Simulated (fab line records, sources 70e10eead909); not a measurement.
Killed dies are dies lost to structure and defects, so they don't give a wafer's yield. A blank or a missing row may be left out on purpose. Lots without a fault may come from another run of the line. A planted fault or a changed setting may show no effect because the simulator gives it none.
Which tool did it? | flow nand_harc | 6 lots, 18 wafers sampled, at 5 steps of a route of 1159

WHAT THE GAUGES READ, wafer by wafer
NHARC_END_SORT_01.
lot  | measured     | on        | killed_at_array
L669 | day 24 00:28 | prober-01 | 25 37 84

WHICH TOOL RAN EACH LOT (tool, then ch and the chambers of the sampled wafers, then the start)
lot  | NHARC_A_CONTACT_ETCH_114             | NHARC_A_M1_PRE_CLEAN_32         | NHARC_A_BONDPAD_ETCH_34            | NHARC_THIN_TSV_STRIP_62
L654 | har_cap_etch-03 ch 0,1, day 16 16:35 | pecvd-04 ch 0,1,2, day 18 00:18 | rie_diel-06 ch 0,1,3, day 18 02:28 | plasma_asher-02 ch 0,1, day 18 22:28
L658 | har_cap_etch-02 ch 0,1, day 16 20:46 | pecvd-01 ch 0,1, day 18 07:09   | rie_diel-03 ch 0,1, day 18 09:46   | plasma_asher-02 ch 0,1, day 19 03:46
L657 | har_cap_etch-01 ch 0,1, day 17 02:34 | pecvd-04 ch 0,1, day 18 11:19   | rie_diel-03 ch 2,3, day 18 13:28   | plasma_asher-02 ch 0,1, day 19 05:59
L659 | har_cap_etch-02 ch 0,1, day 18 04:24 | pecvd-01 ch 0,1, day 19 11:15   | rie_diel-03 ch 0,1,2, day 19 13:17 | plasma_asher-02 ch 0,1, day 20 07:16
L665 | har_cap_etch-02 ch 0,1, day 19 12:50 | pecvd-02 ch 0,1,2, day 21 00:26 | rie_diel-06 ch 1,2,3, day 21 02:35 | plasma_asher-02 ch 0,1, day 21 22:38
L669 | har_cap_etch-02 ch 0,1, day 20 18:39 | pecvd-01 ch 0,2, day 22 11:42   | rie_diel-03 ch 1,3, day 22 13:46   | plasma_asher-01 ch 0,1, day 23 10:53
- NHARC_A_CONTACT_ETCH_114: etches the open film in C4F8/O2/Ar, time 94 s, target depth 922 nm.
- NHARC_A_M1_PRE_CLEAN_32: time 12 s.
- NHARC_A_BONDPAD_ETCH_34: etches the open film in N2/H2, target depth 60 nm, overetch 18 nm, time 65.91 s.
- NHARC_THIN_TSV_STRIP_62: strips in N2/H2, time 20 s.

THE ANSWER, worked out from the rows above alone
Rule: what is usual is taken from the lots themselves. Put in order of their means at a reading, lots are off if they are a third of the lots or fewer, leave a main group of 4 or more, and stand apart from it by a gap of 3 or more times the standard deviation of the main group's means; of several such gaps the widest counts. A main group whose means are all the same, to the digits that the tables above print for the reading, isn't used. A lot without any number at a reading at which 4 lots or more have one is off too. The other lots that the step has rows for count as sound.
No lot is off at any reading shown: from this, nothing can be told.

WHAT THE SIMULATOR HAD PUT IN
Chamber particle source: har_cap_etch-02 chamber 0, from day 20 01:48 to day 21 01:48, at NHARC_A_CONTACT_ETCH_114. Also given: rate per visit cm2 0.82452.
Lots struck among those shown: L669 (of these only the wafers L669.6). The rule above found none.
